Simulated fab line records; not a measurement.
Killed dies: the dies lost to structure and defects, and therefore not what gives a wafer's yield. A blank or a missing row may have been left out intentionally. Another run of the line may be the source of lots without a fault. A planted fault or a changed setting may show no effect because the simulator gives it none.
Which tool is to blame? -- flow nandHarc -- 39 wafers from 13 lots sampled at 5 of the route's 1302 steps

## WHAT THE GAUGES SHOWED, per wafer
NHARC_A_BONDPAD_CD_MEAS_13. Usual: 499.9 nm for cdNm, sd 2.1.
lot,measured,on,cdNm (nm),flag
L172,day 22 22:40,cdSem-02,504.8 500.3 500.5,
L174,day 23 05:56,cdSem-03,502.6 500.9 499.3,
L173,day 23 19:03,cdSem-02,501.9 502.2 499.6,
L176,day 24 05:28,cdSem-03,499.2 501.8 501.6,
L177,day 24 11:52,cdSem-02,500.0 500.5 497.2,
L178,day 26 15:34,cdSem-03,502.8 499.2 502.4,
L183,day 27 18:42,cdSem-03,499.1 501.0,
L185,day 28 08:58,cdSem-03,499.3 497.8,
L186,day 29 01:04,cdSem-01,496.7 494.9 496.6,
L191,day 31 01:56,cdSem-01,501.6 498.2 499.4,
L192,day 32 05:55,cdSem-01,504.6 499.3 502.4,
L195,day 32 12:07,cdSem-01,501.9 503.0 503.7,
L193,day 32 14:07,cdSem-01,498.6 500.0 501.2,

NHARC_END_SORT_01. Usual: killedAtArray 52, standard deviation 18; killedAtOther 1.2, standard deviation 1.5; killedAtPeriphery 4, standard deviation 3.2; killedDies 57, standard deviation 17; killedOpen 3.1, standard deviation 1.9; killedShort 2.5, standard deviation 1.7.
lot,measured,on,killedAtArray,killedAtOther,killedAtPeriphery,killedDies,killedOpen,killedShort,flag
L183,day 29 00:37,prober-01,675 36 31,0 0 0,2 5 4,677 41 35,0 3 4,2 5 4,OFF
L185,day 29 13:30,prober-01,29 19 661,0 0 1,13 14 15,42 33 677,2 4 2,3 3 2,OFF

## EACH LOT AND THE TOOL THAT RAN IT (in order: tool; ch and the chambers of the sampled wafers; start)
lot,NHARC_A_CHANNEL_HOLE_D2_DEP_01,NHARC_A_M1_DEP_33,NHARC_A_BONDPAD_ANNEAL_28
L172,"pecvd-01 ch 1,2, day 12 20:49","pecvd-03 ch 0,2, day 22 20:31","rtpAnneal-02 ch 0, day 23 00:02"
L174,"pecvd-03 ch 0,2, day 13 08:36","pecvd-02 ch 1,2, day 23 03:40","rtpAnneal-01 ch 0, day 23 07:18"
L173,"pecvd-02 ch 0,2, day 13 10:13","pecvd-02 ch 1,2, day 23 16:46","rtpAnneal-01 ch 0, day 23 20:31"
L176,"pecvd-01 ch 0,2, day 14 14:37","pecvd-03 ch 0,1,2, day 24 03:10","rtpAnneal-02 ch 0, day 24 06:51"
L177,"pecvd-03 ch 0,1, day 14 19:50","pecvd-02 ch 0,1, day 24 09:36","rtpAnneal-02 ch 0, day 24 13:17"
L178,"pecvd-01 ch 0,1, day 15 14:31","pecvd-03 ch 0,1,2, day 26 13:16","rtpAnneal-02 ch 0, day 26 17:14"
L183,"pecvd-02 ch 0,1,2, day 17 15:22","pecvd-02 ch 0,1, day 27 15:56","rtpAnneal-02 ch 0, day 27 20:10"
L185,"pecvd-02 ch 0,1,2, day 19 01:40","pecvd-04 ch 2, day 28 06:34","rtpAnneal-01 ch 0, day 28 10:21"
L186,"pecvd-01 ch 0,1,2, day 19 08:57","pecvd-04 ch 0,1,2, day 28 22:48","rtpAnneal-02 ch 0, day 29 02:32"
L191,"pecvd-01 ch 0,1,2, day 21 10:38","pecvd-03 ch 0,1,2, day 30 23:42","rtpAnneal-02 ch 0, day 31 03:27"
L192,"pecvd-02 ch 0,1,2, day 22 00:07","pecvd-02 ch 0,1, day 32 03:37","rtpAnneal-01 ch 0, day 32 07:17"
L195,"pecvd-01 ch 0,2, day 22 13:02","pecvd-03 ch 1,2, day 32 09:43","rtpAnneal-02 ch 0, day 32 13:37"
L193,"pecvd-01 ch 0,1,2, day 22 13:19","pecvd-04 ch 0,1,2, day 32 11:51","rtpAnneal-02 ch 0, day 32 15:40"
- NHARC_A_CHANNEL_HOLE_D2_DEP_01: deposits SiON, target thk 140 nm.
- NHARC_A_M1_DEP_33: deposits SiCN, target thk 30 nm.
- NHARC_A_BONDPAD_ANNEAL_28: time 90 s.

## AS READ BY THE TOOLS THEMSELVES (means over the sampled wafers that have a number; for cases with no such wafer, the mark the record gives instead)
NHARC_A_CHANNEL_HOLE_D2_DEP_01. Usual: chamberPressureTorr 3.500 Torr, standard deviation 0.0078; heaterPowerW 725 W, standard deviation 85; susceptorTempC 400.00 C, standard deviation 0.23.
lot,tool,chamberPressureTorr (Torr),heaterPowerW (W),susceptorTempC (C),flag
L172,pecvd-01,3.497,669,400.03,
L174,pecvd-03,3.503,638,400.21,
L173,pecvd-02,3.507,834,399.93,
L176,pecvd-01,3.500,717,400.18,
L177,pecvd-03,3.499,664,399.90,
L178,pecvd-01,3.497,774,400.09,
L183,pecvd-02,3.499,735,400.03,
L185,pecvd-02,3.502,708,399.94,
L186,pecvd-01,3.495,722,400.11,
L191,pecvd-01,3.500,713,400.22,
L192,pecvd-02,3.492,792,399.87,
L195,pecvd-01,3.501,795,400.12,
L193,pecvd-01,3.503,770,399.96,

NHARC_A_M1_DEP_33. Usual: chamberPressureTorr 3.000 Torr, standard deviation 0.006; heaterPowerW 547 W, standard deviation 71; susceptorTempC 370.00 C, standard deviation 0.23.
lot,tool,chamberPressureTorr (Torr),heaterPowerW (W),susceptorTempC (C),flag
L172,pecvd-03,3.001,553,369.79,
L174,pecvd-02,3.000,534,370.02,
L173,pecvd-02,3.003,524,369.74,
L176,pecvd-03,3.004,495,370.01,
L177,pecvd-02,3.002,556,370.22,
L178,pecvd-03,2.998,493,369.95,
L183,pecvd-02,3.005,628,369.95,
L185,pecvd-04,2.998,500,369.95,
L186,pecvd-04,2.993,576,369.95,
L191,pecvd-03,2.995,523,370.06,
L192,pecvd-02,3.003,621,370.18,
L195,pecvd-03,2.999,536,369.99,
L193,pecvd-04,3.001,587,369.97,

NHARC_A_BONDPAD_ANNEAL_28. Usual: annealTempC 224.97 C, standard deviation 0.17; wafer_temp_C_max 225.9, standard deviation 0.36.
lot,tool,annealTempC (C),wafer_temp_C_max,flag
L172,rtpAnneal-02,224.90,225.5,
L174,rtpAnneal-01,224.79,226.2,
L173,rtpAnneal-01,224.67,226.1,
L176,rtpAnneal-02,225.27,225.4,
L177,rtpAnneal-02,225.10,225.8,
L178,rtpAnneal-02,224.99,225.9,
L183,rtpAnneal-02,224.91,225.8,
L185,rtpAnneal-01,225.05,226.6,
L186,rtpAnneal-02,225.07,225.7,
L191,rtpAnneal-02,224.86,225.3,
L192,rtpAnneal-01,224.88,226.0,
L195,rtpAnneal-02,224.75,225.5,
L193,rtpAnneal-02,225.01,225.8,

## THE ANSWER, worked out from the rows above alone
Rule: lot off if the mean of its wafers having a number is beyond 3 standard deviations from the usual mean. Also off: a lot with no number at a reading for which 4 or more lots have one. The other lots that the step has rows for count as sound. The gauges are gone through in route order, then the tools' own readings, and for those a lot's mean is taken as printed above. At the first step where some lot is off, the reading lying furthest off is the one used; lots without a number count as furthest.
Off: L183, L185 (NHARC_END_SORT_01, killedDies). Neither off nor sound, because the step has no rows for them: L172, L174, L173, L176, L177, L178, L186, L191, L192, L195, L193.
If a tool, at a process step before that reading, ran all the lots that are off and no sound lot after the first of them, it fits. Those tools and the gauges at NHARC_END_SORT_01 are tried in the same way. Undecided on this evidence; 2 tools fit (pecvd-02 at NHARC_A_CHANNEL_HOLE_D2_DEP_01, prober-01 at NHARC_END_SORT_01).

## WHAT WAS PUT IN BY THE SIMULATOR
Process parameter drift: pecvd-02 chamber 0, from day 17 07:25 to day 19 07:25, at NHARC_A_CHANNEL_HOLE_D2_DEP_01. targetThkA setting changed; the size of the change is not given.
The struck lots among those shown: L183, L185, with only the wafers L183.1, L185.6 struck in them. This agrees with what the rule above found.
